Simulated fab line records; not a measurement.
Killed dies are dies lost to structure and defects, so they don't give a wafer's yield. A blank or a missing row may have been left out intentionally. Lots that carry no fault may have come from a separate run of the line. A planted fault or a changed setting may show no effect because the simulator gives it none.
Chamber matching + flow n5Finfet + N5_BEOL_M4_ALD_98 on aldSin-03: 4 sister chambers
The step deposits SiO2, target thk 2.5 nm, pulse time 1 s, co reactant pulse time 1 s. 8 wafers are shown with their chamber, then 9 later ones without.

## WAFERS WITH THEIR CHAMBER
| wafer  | chamber | heaterPowerW (W) | precursorPulseHeightRel |
|--------|---------|------------------|-------------------------|
| L075.4 | 3       | 78               | 0.999                   |
| L090.2 | 3       | 77               | 0.995                   |
| L093.1 | 2       | 72               | 0.967                   |
| L093.4 | 1       | 69               | 1.014                   |
| L093.6 | 0       | 81               | 0.986                   |
| L092.1 | 2       | 72               | 1.004                   |
| L092.3 | 0       | 81               | 0.979                   |
| L092.6 | 1       | 70               | 1.015                   |

## WAFERS WITH NO CHAMBER GIVEN
| wafer  | heaterPowerW (W) | precursorPulseHeightRel |
|--------|------------------|-------------------------|
| L094.1 | 69               | 0.971                   |
| L094.2 | 75               | 1.005                   |
| L094.3 | 71               | 1.029                   |
| L097.3 | 73               | 1.012                   |
| L097.4 | 80               | 1.017                   |
| L097.6 | 78               | 0.976                   |
| L096.1 | 71               | 0.999                   |
| L096.3 | 76               | 1.041                   |
| L096.5 | 80               | 0.993                   |

## THE CHAMBER EACH PASSED THROUGH
| wafer  | from the rows above     | in truth                   |
|--------|-------------------------|----------------------------|
| L094.1 | 1                       | 1                          |
| L094.2 | can't be placed: 3 or 2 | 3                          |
| L094.3 | can't be placed: 1 or 2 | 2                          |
| L097.3 | 2                       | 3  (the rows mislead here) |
| L097.4 | can't be placed: 0 or 3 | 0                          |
| L097.6 | 3                       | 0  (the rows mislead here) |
| L096.1 | can't be placed: 2 or 1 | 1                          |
| L096.3 | 3                       | 3                          |
| L096.5 | 0                       | 0                          |
Correct placement for 3 of the 9. Not placeable from these rows: 4 (in 4, the candidates include the true chamber). 2 placed wrongly.
How it was worked out, from the rows above alone: a wafer's distance from a chamber is the root of the sum, over the readings, of the square of ((its reading less the chamber's mean) divided by the reading's scatter). The wafer belongs to the nearest chamber; if the next one is less than 2 further off, it can't be placed. Each chamber's mean is taken over the wafers shown for it. The scatter: the root of (the sum of the squares of (reading less its chamber's mean) over the shown wafers, divided by (wafers less chambers)).
